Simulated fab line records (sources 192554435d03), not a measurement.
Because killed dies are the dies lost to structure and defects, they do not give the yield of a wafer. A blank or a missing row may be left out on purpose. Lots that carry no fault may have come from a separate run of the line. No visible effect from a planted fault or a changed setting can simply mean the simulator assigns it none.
fab line records	flow n5Finfet
[record] lots = 5	wafers = 14	lastDay = 16
route steps=1938 shown MOL_CONTACT_COAG@539 BEOL_M4@1111
lots that met no fault: from a run of the same line without faults
startH: start of the lot's first displayed wafer, in hours after the record's first day	waitH: hours from the lot's prior step to this one	" same as the row above	L1.1+2: a row that stands for several wafers	- value missing, or start not given	* or withheld: withheld	< > ~ a bound
route shown NAME@n: NAME is a module with steps in the file, n the number in the route of the first one	usual: the fault-free wafers' mean and standard deviation	same: alike in all rows	chamber/n: place in a boat	sites: each site's reading	_std_site: standard deviation of those values	_edge_site: outer sites' mean less inner sites'	radiusMm: for every site, how far away it sits from the centre of the wafer	mask NAME#n: copy n	behind: the tool/chamber that last shaped the wafer	hold: the reason the lot was held/the length of the hold in hours/how it ended	device: whichever transistor did not switch (one of n, p or np)	end of line: the same wafers' tests at the end of the route	a step with no rows: only its recipe	killed: the dies lost at the first sort to structure and to defects; this is not the yield of the wafer	map: per-die view of a wafer (x killed, . not killed, _ where there is no die)
set.NAME: the setting as run; set.NAME@STEP: as run at that earlier step	model.NAME: the simulator's own value behind a step, which no gauge read
certain route steps with their lots: each step a table, each wafer a row
services: from which hour (startH, from the record's first day; less than 0 if before it) a tool's chamber was out of use, for how many hours, and why
[[steps]]
[step N5_MOL_CONTACT_COAG_STRIP_98]
[recipe] chemistry = N2/H2	powerW = 500	tempC = 40	pressureMtorr = 50	rfFrequencyHz = 6e+07	overashFraction = 0.3	biasPowerW = 8	h2Frac = 0.5	n2FlowSccm = 300	h2FlowSccm = 300
[usual] biasPowerW = 8.001/0.024	drypumpMotorCurrentA = 5.7/0.47	oesProductAu = 0.74/0.075	rfVppV = 54.5/1.5	showerheadPlenumPTorr = 3.42/0.1	throttleValvePct = 19.0/0.3
lot.wafer	tool	chamber	startH	waitH	biasPowerW	drypumpMotorCurrentA	oesProductAu	rfHoursCounterH	rfVppV	showerheadPlenumPTorr	throttleValvePct
L662.4	rieDiel-04	3	108.42	0.0	8.029	5.4	0.69	239	54.7	3.29	18.5
L662.5	"	2	"	"	7.959	4.8	0.71	-	54.7	3.46	19.4
L671.2	rieDiel-04	0	163.60	0.0	7.975	6.0	0.96	6	53.3	3.33	19.0
L671.4	"	1	"	"	7.998	5.1	0.67	-	55.3	3.44	19.1
L671.6	"	2	"	"	7.968	4.8	0.68	-	51.9	3.45	19.5
L674.3	rieDiel-06	3	177.98	0.0	7.975	5.8	0.74	191	53.4	3.34	19.2
L674.4	"	0	"	"	8.020	5.7	0.77	131	54.1	3.38	18.8
L674.6	"	1	"	"	8.002	6.2	0.68	-	53.8	3.29	18.9
L676.3	rieDiel-06	3	189.59	0.0	8.013	5.8	0.73	195	55.7	3.34	19.2
L676.4	"	3	"	"	7.969	5.8	0.73	-	51.9	3.34	19.2
L676.5	"	0	"	"	8.033	5.7	0.77	-	56.3	3.37	18.9
L680.2	rieDiel-06	3	215.52	0.0	8.027	5.8	0.73	205	56.1	3.33	19.2
L680.4	"	2	"	"	7.943	6.1	0.75	180	55.4	3.52	18.9
L680.5	"	2	"	"	8.002	6.1	0.73	-	52.4	3.52	18.9
[step N5_MOL_CONTACT_COAG_CD_MEAS_99]
[recipe] targetCdNm = 17.2	polarity = opening
[usual] cdNm = 17.2/0.41
lot.wafer	tool	chamber	startH	waitH	cdNm
L662.4	cdSem-03	-	108.50	-	16.9
L662.5	"	-	"	"	16.7
L671.2	cdSem-03	-	163.67	-	17.5
L671.4	"	-	"	"	18.0
L671.6	"	-	"	"	16.9
L674.3	cdSem-02	-	178.05	-	16.9
L674.4	"	-	"	"	16.8
L674.6	"	-	"	"	16.6
L676.3	cdSem-02	-	189.67	-	17.4
L676.4	"	-	"	"	18.1
L676.5	"	-	"	"	17.0
L680.2	cdSem-02	-	215.60	-	17.2
L680.4	"	-	"	"	17.1
L680.5	"	-	"	"	17.5
[step N5_MOL_CONTACT_COAG_IMPLANT_129]
[recipe] species = Ge	energyKev = 3	doseCm2 = 6e+14	tiltDeg = 0	rotationDeg = 0
[step N5_MOL_CONTACT_COAG_PRECLEAN_111]
[recipe] chemistry = NF3:NH3	afsCycles = 1	tempC = 30	timeS = 20	sublimationTempC = 180	sublimationTimeS = 60	pressureTorr = 3	rfPowerW = 30
[step N5_MOL_CONTACT_COAG_TI_SIL_19]
[recipe] material = Ti	targetThkA = 42	tempC = 200	chamberPressurePa = 5	powerW = 5000	timeS = 15
[usual] throttleValvePct = 29.9/0.76
lot.wafer	tool	chamber	startH	waitH	throttleValvePct
L662.4	pvdSputter-02	-	111.06	0.4	30.7
L662.5	"	-	"	"	30.9
L671.2	pvdSputter-03	-	164.22	0.2	30.8
L671.4	"	-	"	"	30.5
L671.6	"	-	"	"	30.0
L674.3	pvdSputter-03	-	179.57	1.1	29.2
L674.4	"	-	"	"	30.3
L674.6	"	-	"	"	30.8
L676.3	pvdSputter-03	-	190.19	0.2	30.2
L676.4	"	-	"	"	29.8
L676.5	"	-	"	"	30.8
L680.2	pvdSputter-01	-	216.06	0.2	30.2
L680.4	"	-	"	"	29.8
L680.5	"	-	"	"	30.3
[step N5_MOL_CONTACT_COAG_ALD_20]
[recipe] material = TiN	targetThkA = 15	tempC = 400	aldPrecursorFamily = TiCl4	aldCoReactant = NH3	pulseTimeS = 1	purgeTimeS = 3	coReactantPurgeTimeS = 2	coReactantPulseTimeS = 2	aldCycles = 68	pressureTorr = 3
[step N5_MOL_CONTACT_COAG_SIL_ANNEAL_21]
[recipe] tempC = 550	timeS = 60	ambient = N2
[step N5_MOL_CONTACT_COAG_PRE_CLEAN_141]
[recipe] gas = H2/He	timeS = 60	tempC = 300
[usual] heaterPowerW = 465/45
lot.wafer	tool	chamber	startH	waitH	heaterPowerW
L662.4	pvdSputter-02	-	112.56	0.9	463
L662.5	"	-	"	"	545
L671.2	pvdSputter-02	-	165.71	0.9	487
L671.4	"	-	"	"	442
L671.6	"	-	"	"	388
L674.3	pvdSputter-03	-	182.47	2.3	460
L674.4	"	-	"	"	453
L674.6	"	-	"	"	418
L676.3	pvdSputter-02	-	193.03	2.2	457
L676.4	"	-	"	"	481
L676.5	"	-	"	"	489
L680.2	pvdSputter-02	-	217.11	0.4	447
L680.4	"	-	"	"	484
L680.5	"	-	"	"	547
[step N5_MOL_CONTACT_COAG_SPUTTER_143]
[recipe] material = Co	targetThkA = 25	tempC = 25	chamberPressurePa = 0.2
[usual] throttleValvePct = 29.8/0.73
lot.wafer	tool	chamber	startH	waitH	throttleValvePct
L662.4	pvdSputter-02	-	112.62	0.0	31.1
L662.5	"	-	"	"	28.7
L671.2	pvdSputter-02	-	165.77	0.0	29.9
L671.4	"	-	"	"	30.7
L671.6	"	-	"	"	29.6
L674.3	pvdSputter-03	-	182.53	0.0	29.2
L674.4	"	-	"	"	30.7
L674.6	"	-	"	"	30.2
L676.3	pvdSputter-02	-	193.09	0.0	30.9
L676.4	"	-	"	"	29.8
L676.5	"	-	"	"	29.8
L680.2	pvdSputter-02	-	217.17	0.0	30.8
L680.4	"	-	"	"	29.5
L680.5	"	-	"	"	28.6
[step N5_MOL_CONTACT_COAG_CO_FILL_22]
[recipe] material = Co	targetThkA = 200	tempC = 200	precursor = CCTBA/H2	pressureTorr = 30
[step N5_MOL_CONTACT_COAG_ANNEAL_113]
[recipe] tempC = 400	timeS = 300	ambient = H2/N2
[usual] lampPowerPct = 2.73/0.17	lamp_zone_1_pct = 2.73/0.17	wafer_temp_C_max = 401.8/0.4
lot.wafer	tool	chamber	startH	waitH	lampPowerPct	lamp_zone_1_pct	wafer_temp_C_max
L662.4	rtpAnneal-01	0	113.80	0.5	2.56	2.56	402.3
L662.5	"	0	"	"	2.55	2.56	402.0
L671.2	rtpAnneal-02	0	166.65	0.5	2.90	2.91	401.5
L671.4	"	0	"	"	2.91	2.90	401.6
L671.6	"	0	"	"	2.91	2.91	402.4
L674.3	rtpAnneal-01	0	183.58	0.6	2.56	2.56	401.1
L674.4	"	0	"	"	2.56	2.56	401.8
L674.6	"	0	"	"	2.56	2.56	401.4
L676.3	rtpAnneal-02	0	194.12	0.6	2.90	2.90	401.9
L676.4	"	0	"	"	2.90	2.91	402.0
L676.5	"	0	"	"	2.91	2.91	401.6
L680.2	rtpAnneal-01	0	218.08	0.5	2.56	2.56	401.7
L680.4	"	0	"	"	2.56	2.56	401.0
L680.5	"	0	"	"	2.56	2.56	401.2
[step N5_MOL_CONTACT_COAG_PRE_CLEAN_142]
[recipe] gas = H2/He	timeS = 60	tempC = 300
[step N5_MOL_CONTACT_COAG_SPUTTER_130]
[recipe] material = Co	targetThkA = 475	tempC = 25	chamberPressurePa = 0.5	powerW = 3000
[usual] throttleValvePct = 29.9/0.72
lot.wafer	tool	chamber	startH	waitH	throttleValvePct	model.Co_of_MOL_CONTACT_COAG_SPUTTER_130.thkNm
L662.4	pvdSputter-03	-	116.15	0.0	31.0	47.6
L662.5	"	-	"	"	30.2	47.6
L671.2	pvdSputter-02	-	169.69	0.0	29.7	47.6
L671.4	"	-	"	"	31.1	47
L671.6	"	-	"	"	31.4	47
L674.3	pvdSputter-02	-	186.20	0.0	29.6	19
L674.4	"	-	"	"	29.6	46.8
L674.6	"	-	"	"	29.6	46.4
L676.3	pvdSputter-01	-	195.26	0.0	30.7	47
L676.4	"	-	"	"	29.1	46.6
L676.5	"	-	"	"	29.1	46.8
L680.2	pvdSputter-03	-	220.50	0.0	29.8	47.6
L680.4	"	-	"	"	30.7	47.2
L680.5	"	-	"	"	31.1	47.2
[step N5_MOL_CONTACT_COAG_PRECLEAN_125]
[recipe] chemistry = DIW	timeS = 57.5	tempC = 23
[step N5_BEOL_M4_RC_MEAS_101]
[usual] DIBL_N = 37.5/2	DIBL_P = 37.5/2.5	IOFF_N = 0.18/0.042	IOFF_P = 0.24/0.046	ION_N = 677/15	ION_P = 464/9.5	SS_N = 72.0/0.76	SS_P = 73.6/0.79	VT_N = 249/3.5	VT_P = -249/3.2
lot.wafer	tool	chamber	startH	waitH	DIBL_N[mV/V]	DIBL_P[mV/V]	IOFF_N[nA/um]	IOFF_P[nA/um]	ION_N[uA/um]	ION_P[uA/um]	SS_N[mV/dec]	SS_P[mV/dec]	VT_N[mV]	VT_P[mV]
L662.4	prober-01	0	181.62	0.5	36.7	37.3	0.16	0.19	664	450	72.0	73.3	253	-253
L662.5	"	0	"	"	36.8	36.0	0.19	0.18	656	448	73.0	73.4	250	-256
L671.2	prober-01	0	244.63	0.2	42.5	41.3	0.28	0.30	687	472	73.2	74.1	245	-248
L671.4	"	0	"	"	36.1	35.0	0.14	0.19	658	457	71.3	73.5	251	-251
L671.6	"	0	"	"	37.2	34.7	0.14	0.18	654	451	71.6	73.7	253	-253
L674.3	prober-01	0	248.52	0.3	39.5	39.5	0.21	0.27	694	472	72.1	73.6	245	-245
L674.4	"	0	"	"	35.8	34.5	0.14	0.19	670	461	71.5	73.6	251	-251
L674.6	"	0	"	"	39.7	40.4	0.23	0.30	692	472	71.9	74.5	245	-247
L676.3	prober-01	0	267.09	0.3	38.3	39.4	0.21	0.27	678	468	71.9	74.3	247	-248
L676.4	"	0	"	"	35.8	36.5	0.16	0.22	679	473	71.4	73.4	251	-251
L676.5	"	0	"	"	32.1	31.8	0.11	0.16	666	470	70.4	72.3	254	-256
L680.2	prober-02	0	294.64	0.2	35.6	33.7	0.15	0.18	655	448	71.5	73.1	252	-255
L680.4	"	0	"	"	39.6	39.1	0.22	0.26	681	459	72.5	74.7	247	-250
L680.5	"	0	"	"	37.7	36.8	0.20	0.22	686	462	72.2	73.8	246	-250
[[services]]
tool	chamber	startH	hours	kind
rieDiel-06	3	86.99	2.4	repair
pvdSputter-02	-	88.47	0.6	repair
rieDiel-06	2	88.53	27.7	repair
rieDiel-04	0	110.81	-	clean
rieDiel-04	0	110.81	-	consumableReplace:focusRing
rieDiel-04	0	110.81	37.8	scheduledDown
rieDiel-04	0	110.81	37.8	ventCycle
pvdSputter-02	-	121.61	1.8	repair
rieDiel-04	3	148.63	-	clean
rieDiel-04	3	148.63	-	consumableReplace:focusRing
rieDiel-04	3	148.63	22.8	scheduledDown
rieDiel-04	3	148.63	22.8	ventCycle
rtpAnneal-02	-	197.54	3.0	pm
rieDiel-06	0	207.22	4.4	repair
rieDiel-04	2	217.90	5.7	repair
[[key]]
firstSign none at tools or gauges
[modelEffect] step = N5_MOL_CONTACT_COAG_SPUTTER_130	value = Co_of_MOL_CONTACT_COAG_SPUTTER_130.thkNm	without = 46.2	struck = 19
metAt N5_MOL_CONTACT_COAG_SPUTTER_130
struckWafers L674.3
onsetBetween 169.69 186.20
[fault] kind = processParameterDrift	tool = pvdSputter-02	chamber = -	onsetH = 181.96	steps = N5_MOL_CONTACT_COAG_SPUTTER_130	channel = targetThkA	offset = *	shape = step	endH = 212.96	scope = struckWafersOnly	actsIn = *	stated = *
